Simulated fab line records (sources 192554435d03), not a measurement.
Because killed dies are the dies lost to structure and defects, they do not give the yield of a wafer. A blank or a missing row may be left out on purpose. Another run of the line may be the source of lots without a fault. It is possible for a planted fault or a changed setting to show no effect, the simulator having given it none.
Chamber matching :: flow n5_finfet :: N5_HKMG_FIN_STRIP_92 on rie_diel-04: 4 sister chambers
The step strips SOC in N2/H2, time 20 s. 18 wafers are shown with their chamber, then 9 later ones without.

== WAFERS, EACH WITH ITS CHAMBER ==
wafer: L074.1
chamber: 1
showerhead_plenum_p_Torr (Torr): 3.46
throttle_valve_pct (%): 19.1
oes_product_au (a.u.): 0.74

wafer: L074.2
chamber: 3
showerhead_plenum_p_Torr (Torr): 3.22
throttle_valve_pct (%): 18.9
oes_product_au (a.u.): 0.71

wafer: L074.3
chamber: 0
showerhead_plenum_p_Torr (Torr): 3.22
throttle_valve_pct (%): 19.1
oes_product_au (a.u.): 0.71

wafer: L074.4
chamber: 2
showerhead_plenum_p_Torr (Torr): 3.29
throttle_valve_pct (%): 18.5
oes_product_au (a.u.): 0.95

wafer: L074.5
chamber: 0
showerhead_plenum_p_Torr (Torr): 3.22
throttle_valve_pct (%): 19.1
oes_product_au (a.u.): 0.73

wafer: L074.6
chamber: 1
showerhead_plenum_p_Torr (Torr): 3.46
throttle_valve_pct (%): 19.2
oes_product_au (a.u.): 0.73

wafer: L080.1
chamber: 0
showerhead_plenum_p_Torr (Torr): 3.22
throttle_valve_pct (%): 19.1
oes_product_au (a.u.): 0.71

wafer: L080.4
chamber: 1
showerhead_plenum_p_Torr (Torr): 3.45
throttle_valve_pct (%): 19.2
oes_product_au (a.u.): 0.72

wafer: L080.6
chamber: 3
showerhead_plenum_p_Torr (Torr): 3.21
throttle_valve_pct (%): 18.9
oes_product_au (a.u.): 0.70

wafer: L081.1
chamber: 0
showerhead_plenum_p_Torr (Torr): 3.21
throttle_valve_pct (%): 19.1
oes_product_au (a.u.): 0.71

wafer: L081.2
chamber: 2
showerhead_plenum_p_Torr (Torr): 3.28
throttle_valve_pct (%): 18.5
oes_product_au (a.u.): 0.92

wafer: L081.5
chamber: 2
showerhead_plenum_p_Torr (Torr): 3.28
throttle_valve_pct (%): 18.5
oes_product_au (a.u.): 0.92

wafer: L082.1
chamber: 0
showerhead_plenum_p_Torr (Torr): 3.21
throttle_valve_pct (%): 19.1
oes_product_au (a.u.): 0.71

wafer: L082.2
chamber: 1
showerhead_plenum_p_Torr (Torr): 3.45
throttle_valve_pct (%): 19.2
oes_product_au (a.u.): 0.72

wafer: L082.3
chamber: 2
showerhead_plenum_p_Torr (Torr): 3.28
throttle_valve_pct (%): 18.6
oes_product_au (a.u.): 0.91

wafer: L082.4
chamber: 3
showerhead_plenum_p_Torr (Torr): 3.21
throttle_valve_pct (%): 18.9
oes_product_au (a.u.): 0.71

wafer: L082.5
chamber: 1
showerhead_plenum_p_Torr (Torr): 3.45
throttle_valve_pct (%): 19.2
oes_product_au (a.u.): 0.72

wafer: L082.6
chamber: 2
showerhead_plenum_p_Torr (Torr): 3.28
throttle_valve_pct (%): 18.5
oes_product_au (a.u.): 0.91

SIGNATURES, as means of the wafers listed above
reading: showerhead_plenum_p_Torr
chamber 0: 3.2160
chamber 1: 3.4540
chamber 2: 3.2820
chamber 3: 3.2133
scatter within a chamber: 0.00526

reading: throttle_valve_pct
chamber 0: 19.100
chamber 1: 19.180
chamber 2: 18.520
chamber 3: 18.900
scatter within a chamber: 0.0338

reading: oes_product_au
chamber 0: 0.7140
chamber 1: 0.7260
chamber 2: 0.9220
chamber 3: 0.7067
scatter within a chamber: 0.0113
Rule: for a wafer and a chamber, the distance is found by dividing, reading by reading, the gap between the wafer's reading and the chamber's mean by the reading's scatter, squaring, summing and taking the root. If the next closest chamber is less than 2 further off than the closest, the wafer can't be placed; otherwise it belongs to the closest. The scatter is the square root of a quotient: the sum, over the shown wafers, of each reading's squared deviation from its chamber's mean, divided by wafers minus chambers.

== WAFERS WHOSE CHAMBER IS MISSING ==
wafer: L084.1
showerhead_plenum_p_Torr (Torr): 3.27
throttle_valve_pct (%): 18.5
oes_product_au (a.u.): 0.89

wafer: L084.5
showerhead_plenum_p_Torr (Torr): 3.21
throttle_valve_pct (%): 18.9
oes_product_au (a.u.): 0.69

wafer: L084.6
showerhead_plenum_p_Torr (Torr): 3.27
throttle_valve_pct (%): 18.6
oes_product_au (a.u.): 0.89

wafer: L085.2
showerhead_plenum_p_Torr (Torr): 3.44
throttle_valve_pct (%): 19.2
oes_product_au (a.u.): 0.71

wafer: L085.4
showerhead_plenum_p_Torr (Torr): 3.21
throttle_valve_pct (%): 19.2
oes_product_au (a.u.): 0.70

wafer: L085.6
showerhead_plenum_p_Torr (Torr): 3.27
throttle_valve_pct (%): 18.5
oes_product_au (a.u.): 0.89

wafer: L087.1
showerhead_plenum_p_Torr (Torr): 3.27
throttle_valve_pct (%): 18.6
oes_product_au (a.u.): 0.89

wafer: L087.2
showerhead_plenum_p_Torr (Torr): 3.44
throttle_valve_pct (%): 19.2
oes_product_au (a.u.): 0.70

wafer: L087.6
showerhead_plenum_p_Torr (Torr): 3.27
throttle_valve_pct (%): 18.5
oes_product_au (a.u.): 0.88

== WHICH CHAMBER EACH WENT THROUGH ==
wafer: L084.1
from the rows above: 2
in truth: 2

wafer: L084.5
from the rows above: 3
in truth: 3

wafer: L084.6
from the rows above: 2
in truth: 2

wafer: L085.2
from the rows above: 1
in truth: 1

wafer: L085.4
from the rows above: 0
in truth: 0

wafer: L085.6
from the rows above: 2
in truth: 2

wafer: L087.1
from the rows above: 2
in truth: 2

wafer: L087.2
from the rows above: 1
in truth: 1

wafer: L087.6
from the rows above: 2
in truth: 2
Correct placement for 9 of the 9. From these rows, 0 cannot be placed. 0 placed wrongly.
